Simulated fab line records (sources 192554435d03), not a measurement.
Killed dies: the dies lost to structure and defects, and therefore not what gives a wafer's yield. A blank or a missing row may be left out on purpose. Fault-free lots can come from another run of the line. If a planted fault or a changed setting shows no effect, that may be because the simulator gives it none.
fab line records    flow n5_finfet
[record] lots = 6  wafers = 18  last_day = 18
route steps=1938 shown BEOL_M14@1750
lots that met no fault: from a run of the same line without faults
start_h: the number of hours between the record's first day and the start of the first shown wafer of the lot    wait_h: time in hours since the lot's previous step    " repeats the value in the row above    L1.1+2: a row that stands for several wafers    - no value, or no start given    * or withheld: withheld    < > ~ a bound
route shown NAME@n: a module of which the file shows steps, and the number in the route of the first    usual: mean/standard deviation taken from wafers without a fault    same: alike in all rows    chamber/n: place in a boat    sites: per-site readings    _std_site: standard deviation of those values    _edge_site: mean of outer sites minus mean of inner sites    radius_mm: how far each site lies from the wafer's centre    mask NAME#n: copy n    behind: the most recent tool/chamber to have shaped the wafer    hold: why the lot went on hold/how many hours it stayed there/how the hold came to an end    device: which transistor (n, p or np) failed to switch    end of line: tests run on the same wafers once the route is complete    a step without rows: its recipe alone    killed: not the wafer's yield, but the dies lost to structure and defects at the first sort    map: the dies of a wafer, with x for killed, . for not killed, _ for no die there
set.NAME: the setting as run; set.NAME@STEP: as run at that earlier step    model.NAME: the simulator's own value behind a step, which no gauge read
a table for each step, a row for each wafer; lots at some steps of the route
services: a tool's chamber out of use, with start hour (start_h, from the record's first day; less than 0 if before it), hours out, and reason
[[steps]]
[step N5_BEOL_M14_ETCH_67]
[recipe] chemistry = CF4  target = SiARC  target_depth_a = 1430  time_s = 238.3  ion_energy_ev = 80  pressure_mtorr = 40  source_w = 545  bias_w = 36  Ar_flow_sccm = 100  cf4_flow_sccm = 100  ends = cleared
[step N5_BEOL_M14_ETCH_68]
[recipe] chemistry = N2/H2  target = SOC  mask_material = SiARC  source_w = 3000  bias_w = 350  temp_c = 40  time_s = 450  ion_energy_ev = 200  pressure_mtorr = 30  n2_flow_sccm = 200  h2_flow_sccm = 200
[usual] bias_w = 350.0/0.94  drypump_motor_current_A = 5.8/0.45  oes_product_au = 0.81/0.091  rf_vpp_V = 523.6/2.9  showerhead_plenum_p_Torr = 2.53/0.11  temp_c = 40.01/0.12  throttle_valve_pct = 17.66/0.25
lot.wafer  tool         chamber  start_h  wait_h  bias_w  drypump_motor_current_A  oes_product_au  rf_hours_counter_h  rf_vpp_V  showerhead_plenum_p_Torr  temp_c  throttle_valve_pct
L771.2     rie_diel-05  0        260.28   0.1     349.5   5.7                      0.92            14                  528.7     2.68                      39.90   17.34
L771.3     "            1        "        "       349.6   6.0                      0.82            76                  520.1     2.49                      39.85   17.65
L771.5     "            0        "        "       350.0   5.7                      0.92            -                   527.4     2.68                      40.12   17.33
L780.1     rie_diel-04  1        316.94   0.1     349.6   5.2                      0.67            238                 520.1     2.41                      40.18   17.48
L780.4     "            2        "        "       349.0   5.8                      0.70            226                 525.4     2.63                      40.08   18.07
L780.6     "            2        "        "       348.9   5.8                      0.70            -                   525.9     2.63                      39.93   18.06
L779.3     rie_diel-06  0        322.05   0.1     350.0   6.6                      0.87            33                  523.7     2.46                      40.04   17.55
L779.4     "            3        "        "       350.2   6.5                      0.80            108                 522.9     2.46                      39.75   17.77
L779.6     "            1        "        "       348.7   6.0                      0.91            -                   522.9     2.48                      39.91   17.71
L788.1     rie_diel-06  3        381.17   0.1     351.0   6.5                      0.79            126                 521.6     2.45                      40.17   17.81
L788.3     "            0        "        "       348.5   6.6                      0.84            58                  522.0     2.45                      40.07   17.58
L788.6     "            0        "        "       348.6   6.6                      0.85            -                   521.7     2.45                      39.99   17.57
L790.2     rie_diel-05  2        395.17   0.1     350.3   5.1                      0.90            23                  524.4     2.61                      40.01   17.34
L790.3     "            1        "        "       349.5   6.1                      0.76            119                 519.7     2.48                      40.31   17.72
L790.6     "            3        "        "       350.2   5.6                      0.87            -                   522.9     2.50                      39.99   18.03
L791.2     rie_diel-05  0        409.83   0.1     349.5   5.7                      0.81            62                  526.4     2.66                      39.87   17.41
L791.3     "            2        "        "       350.1   5.1                      0.88            29                  524.7     2.61                      39.83   17.33
L791.4     "            1        "        "       350.9   6.1                      0.76            123                 521.7     2.47                      40.07   17.71
[step N5_BEOL_M14_STRIP_69]
[recipe] chemistry = N2/H2  temp_c = 40  n2_flow_sccm = 200  h2_flow_sccm = 200  rf_frequency_hz = 6e+07
[step N5_BEOL_M14_TRENCH_ETCH_34]
[recipe] chemistry = C4F8/O2/Ar  target = SiO2  target_depth_a = 5566.5  mask_material = SOC  he_inner_torr = 15  he_outer_torr = 30  time_s = 126.9  ion_energy_ev = 800  pressure_mtorr = 20  source_w = 1905  bias_w = 2040  Ar_flow_sccm = 400  C4F8_flow_sccm = 16  O2_flow_sccm = 12
[usual] O2_flow_sccm = 12.00/0.04  bias_w = 2040/5.9  drypump_motor_current_A = 5.8/0.46  he_inner_torr = 14.998/0.03  oes_product_au = 0.81/0.093  rf_vpp_V = 2200/42  showerhead_plenum_p_Torr = 3.43/0.15  throttle_valve_pct = 30.72/0.28
lot.wafer  tool         chamber  start_h  wait_h  O2_flow_sccm  bias_w  drypump_motor_current_A  he_inner_torr  oes_product_au  rf_hours_counter_h  rf_vpp_V  showerhead_plenum_p_Torr  throttle_valve_pct
L771.2     rie_diel-05  0        260.55   0.0     11.99         2031    5.7                      14.953         0.93            14                  2291      3.66                      30.78
L771.3     "            1        "        "       11.98         2035    6.1                      15.006         0.83            76                  2201      3.37                      30.87
L771.5     "            0        "        "       11.94         2041    5.7                      15.005         0.92            -                   2292      3.66                      30.79
L780.1     rie_diel-04  1        317.21   0.0     12.04         2042    5.2                      14.930         0.67            238                 2183      3.24                      30.15
L780.4     "            2        "        "       11.99         2048    5.8                      14.990         0.68            226                 2176      3.52                      30.98
L780.6     "            2        "        "       12.00         2043    5.9                      14.989         0.69            -                   2178      3.52                      30.98
L779.3     rie_diel-06  0        322.33   0.0     11.98         2035    6.6                      15.022         0.88            34                  2196      3.39                      30.97
L779.4     "            3        "        "       11.93         2024    6.5                      15.011         0.83            108                 2121      3.28                      30.57
L779.6     "            1        "        "       11.98         2035    6.0                      14.982         0.92            -                   2229      3.33                      30.65
L788.1     rie_diel-06  3        381.44   0.0     11.99         2040    6.5                      14.998         0.81            126                 2120      3.27                      30.59
L788.3     "            0        "        "       12.03         2038    6.6                      14.970         0.84            58                  2194      3.37                      30.99
L788.6     "            0        "        "       12.05         2046    6.6                      14.989         0.85            -                   2192      3.37                      30.98
L790.2     rie_diel-05  2        395.44   0.0     12.02         2037    5.1                      15.038         0.89            24                  2207      3.54                      30.67
L790.3     "            1        "        "       11.98         2039    6.1                      15.001         0.77            119                 2199      3.35                      30.91
L790.6     "            3        "        "       12.01         2050    5.6                      15.001         0.88            -                   2144      3.38                      31.34
L791.2     rie_diel-05  0        410.10   0.0     12.09         2036    5.7                      14.996         0.82            62                  2287      3.64                      30.79
L791.3     "            2        "        "       12.07         2047    5.1                      15.008         0.88            29                  2207      3.54                      30.67
L791.4     "            1        "        "       11.96         2043    6.1                      15.004         0.77            124                 2199      3.34                      30.89
[step N5_BEOL_M14_STRIP_70]
[recipe] chemistry = C4F8/O2/Ar  resist = SiARC  rf_frequency_hz = 6e+07
[step N5_BEOL_M14_OCD_MEAS_35]
[usual] trench_depth_nm = 558/17
lot.wafer  tool    chamber  start_h  wait_h  trench_depth_nm
L771.2     ocd-01  -        260.71   0.0     571
L771.3     "       -        "        "       578
L771.5     "       -        "        "       568
L780.1     ocd-02  -        317.37   0.0     532
L780.4     "       -        "        "       547
L780.6     "       -        "        "       551
L779.3     ocd-02  -        322.48   0.0     552
L779.4     "       -        "        "       582
L779.6     "       -        "        "       582
L788.1     ocd-02  -        381.60   0.0     593
L788.3     "       -        "        "       552
L788.6     "       -        "        "       551
L790.2     ocd-02  -        395.60   0.0     549
L790.3     "       -        "        "       562
L790.6     "       -        "        "       561
L791.2     ocd-02  -        410.26   0.0     546
L791.3     "       -        "        "       552
L791.4     "       -        "        "       564
[step N5_BEOL_M14_STRIP_37]
[recipe] chemistry = O2  power_w = 600  temp_c = 60  pressure_mtorr = 30  rf_frequency_hz = 6e+07  bias_power_w = 0  overash_fraction = 0.3  o2_flow_sccm = 225
[usual] drypump_motor_current_A = 5.8/0.47  oes_product_au = 0.84/0.09  rf_vpp_V = 3.5/0.89  showerhead_plenum_p_Torr = 2.10/0.092  temp_c = 60.01/0.12  throttle_valve_pct = 16.56/0.19
[same] overash_fraction = 0.3
lot.wafer  tool         chamber  start_h  wait_h  drypump_motor_current_A  oes_product_au  rf_hours_counter_h  rf_vpp_V  showerhead_plenum_p_Torr  temp_c  throttle_valve_pct
L771.2     rie_diel-05  3        262.04   1.3     5.6                      0.95            10                  2.4       2.05                      60.12   16.46
L771.3     "            2        "        "       5.1                      0.69            240                 3.6       2.15                      60.19   16.63
L771.5     "            3        "        "       5.6                      0.97            -                   3.4       2.05                      60.06   16.47
L780.1     rie_diel-05  1        318.18   0.8     6.1                      0.80            98                  4.6       2.04                      59.93   16.51
L780.4     "            0        "        "       5.7                      0.87            36                  3.0       2.26                      60.11   16.64
L780.6     "            0        "        "       5.7                      0.85            -                   4.7       2.26                      60.13   16.67
L779.3     rie_diel-04  3        324.47   2.0     5.3                      0.81            89                  3.8       2.02                      60.03   16.31
L779.4     "            0        "        "       5.6                      0.88            37                  5.4       2.25                      59.84   16.37
L779.6     "            3        "        "       5.4                      0.81            -                   3.5       2.03                      60.11   16.32
L788.1     rie_diel-04  3        383.54   1.9     5.3                      0.78            108                 3.7       2.02                      59.90   16.34
L788.3     "            0        "        "       5.6                      0.85            63                  4.4       2.24                      59.97   16.44
L788.6     "            0        "        "       5.7                      0.84            -                   3.2       2.24                      60.16   16.39
L790.2     rie_diel-06  3        396.82   1.2     6.5                      0.77            132                 3.7       1.99                      60.14   16.53
L790.3     "            1        "        "       6.0                      0.85            58                  3.4       2.05                      60.13   16.81
L790.6     "            1        "        "       6.0                      0.85            -                   4.3       2.05                      60.42   16.81
L791.2     rie_diel-06  0        411.67   1.4     6.6                      0.81            68                  1.6       2.03                      59.93   16.66
L791.3     "            1        "        "       6.0                      0.86            64                  4.6       2.05                      60.38   16.82
L791.4     "            3        "        "       6.5                      0.77            137                 4.0       1.99                      59.99   16.58
[step N5_BEOL_M14_ETCH_38]
[recipe] chemistry = CF4/N2  target = SiCN  target_depth_a = 1065  taper_deg = 2  time_s = 120.6  ion_energy_ev = 150  mask_material = SiO2  pressure_mtorr = 40  source_w = 430  bias_w = 70  Ar_flow_sccm = 100  cf4_flow_sccm = 60  n2_flow_sccm = 60
[step N5_BEOL_M14_PRECLEAN_39]
[recipe] chemistry = residue_remover  time_s = 60  temp_c = 40
[step N5_BEOL_M14_SRD_40]
[recipe] time_s = 30  temp_c = 23  rinse_liquid = diw  dry = n2_spin  spin_rpm = 1500  dry_time_s = 30
[step N5_BEOL_M14_DEGAS_41]
[recipe] ambient = vacuum  temp_c = 300  time_s = 60
[step N5_BEOL_M14_PRE_CLEAN_42]
[recipe] gas = H2/He  time_s = 30  temp_c = 300
[usual] heater_power_w = 454/38
lot.wafer  tool            chamber  start_h  wait_h  heater_power_w
L771.2     pvd_sputter-03  -        262.46   0.0     482
L771.3     "               -        "        "       482
L771.5     "               -        "        "       488
L780.1     pvd_sputter-03  -        318.82   0.0     441
L780.4     "               -        "        "       477
L780.6     "               -        "        "       475
L779.3     pvd_sputter-03  -        325.17   0.0     420
L779.4     "               -        "        "       497
L779.6     "               -        "        "       423
L788.1     pvd_sputter-01  -        384.00   0.0     482
L788.3     "               -        "        "       408
L788.6     "               -        "        "       401
L790.2     pvd_sputter-01  -        397.53   0.0     391
L790.3     "               -        "        "       485
L790.6     "               -        "        "       415
L791.2     pvd_sputter-03  -        411.98   0.0     485
L791.3     "               -        "        "       428
L791.4     "               -        "        "       484
[step N5_BEOL_M14_SPUTTER_43]
[recipe] material = TaN  target_thk_a = 150  temp_c = 50  bias_v = 168.6  power_w = 15000  chamber_pressure_pa = 0.12  time_s = 24.19
[usual] cathode_dc_power_W = 15000/2.7  throttle_valve_pct = 29.9/0.95
lot.wafer  tool            chamber  start_h  wait_h  cathode_dc_power_W  throttle_valve_pct  model.TaN_of_BEOL_M14_SPUTTER_43.thk_nm
L771.2     pvd_sputter-03  -        262.50   0.0     15001               29.0                15.4
L771.3     "               -        "        "       14998               31.4                15
L771.5     "               -        "        "       14996               28.8                15
L780.1     pvd_sputter-03  -        318.86   0.0     13190               30.1                13
L780.4     "               -        "        "       13190               31.1                13.2
L780.6     "               -        "        "       13193               31.1                13.2
L779.3     pvd_sputter-03  -        325.21   0.0     13187               30.0                13.2
L779.4     "               -        "        "       13185               29.2                13.4
L779.6     "               -        "        "       13185               30.4                13.2
L788.1     pvd_sputter-01  -        384.04   0.0     14997               30.2                15.2
L788.3     "               -        "        "       15003               30.3                15.2
L788.6     "               -        "        "       15003               30.2                15.2
L790.2     pvd_sputter-01  -        397.57   0.0     14999               29.4                15.4
L790.3     "               -        "        "       15002               30.6                15.4
L790.6     "               -        "        "       14999               30.2                15.2
L791.2     pvd_sputter-03  -        412.02   0.0     15000               28.9                15
L791.3     "               -        "        "       15000               30.5                15.2
L791.4     "               -        "        "       15002               31.3                14.8
[step N5_BEOL_M14_SPUTTER_44]
[recipe] material = Ta  target_thk_a = 150  temp_c = 50  bias_v = 80  power_w = 15000  chamber_pressure_pa = 0.07  time_s = 24.19
[usual] cathode_dc_power_W = 15000/2.8  throttle_valve_pct = 29.9/0.94
lot.wafer  tool            chamber  start_h  wait_h  cathode_dc_power_W  throttle_valve_pct
L771.2     pvd_sputter-03  -        262.58   0.0     14999               28.6
L771.3     "               -        "        "       15001               31.2
L771.5     "               -        "        "       14999               28.7
L780.1     pvd_sputter-03  -        318.94   0.0     15000               30.0
L780.4     "               -        "        "       15001               31.4
L780.6     "               -        "        "       15002               31.2
L779.3     pvd_sputter-03  -        325.29   0.0     15001               29.9
L779.4     "               -        "        "       15002               28.9
L779.6     "               -        "        "       15001               31.0
L788.1     pvd_sputter-01  -        384.12   0.0     14999               30.2
L788.3     "               -        "        "       14997               30.2
L788.6     "               -        "        "       15002               30.5
L790.2     pvd_sputter-01  -        397.65   0.0     15000               28.9
L790.3     "               -        "        "       14999               30.5
L790.6     "               -        "        "       14999               30.3
L791.2     pvd_sputter-03  -        412.10   0.0     14999               28.7
L791.3     "               -        "        "       15000               30.6
L791.4     "               -        "        "       14997               31.2
[[services]]
tool            chamber  start_h  hours  kind
rie_diel-04     -        266.81   2.4    repair
rie_diel-06     -        267.21   0.6    repair
rie_diel-06     -        275.37   4.3    pm
rie_diel-05     2        290.45   -      clean
rie_diel-05     2        290.45   -      consumable_replace:focus_ring
rie_diel-05     2        290.45   21.8   scheduled_down
rie_diel-05     2        290.45   21.8   vent_cycle
rie_diel-06     2        294.86   13.9   repair
rie_diel-04     2        302.94   7.1    repair
rie_diel-04     2        310.68   4.4    repair
rie_diel-06     2        334.08   -      clean
rie_diel-06     2        334.08   -      consumable_replace:focus_ring
rie_diel-06     2        334.08   -      consumable_replace:showerhead
rie_diel-06     2        334.08   21.2   scheduled_down
rie_diel-06     2        334.08   21.2   vent_cycle
rie_diel-04     3        347.13   14.3   repair
pvd_sputter-03  -        348.61   9.2    repair
rie_diel-06     3        352.68   16.5   repair
rie_diel-04     1        361.41   -      clean
rie_diel-04     1        361.41   -      consumable_replace:focus_ring
rie_diel-04     1        361.41   -      consumable_replace:showerhead
rie_diel-04     1        361.41   23.5   scheduled_down
rie_diel-04     1        361.41   23.5   vent_cycle
rie_diel-04     2        400.23   9.9    repair
[[key]]
[first_sign] step = N5_BEOL_M14_SPUTTER_43  reading = cathode_dc_power_W  direction = down  sigmas = 99+  usual = *  struck = *
effect none on later readings
[model_effect] step = N5_BEOL_M14_SPUTTER_43  value = TaN_of_BEOL_M14_SPUTTER_43.thk_nm  without = 15  struck = 13.2
met_at N5_BEOL_M14_SPUTTER_43
struck_wafers L779.3,L779.4,L779.6,L780.1,L780.4,L780.6
onset_between 262.50 318.86
[fault] kind = process_parameter_drift  tool = pvd_sputter-03  chamber = -  onset_h = 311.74  steps = N5_BEOL_M14_SPUTTER_43  channel = power_w  offset = *  shape = step  end_h = 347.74  acts_in = *  stated = *
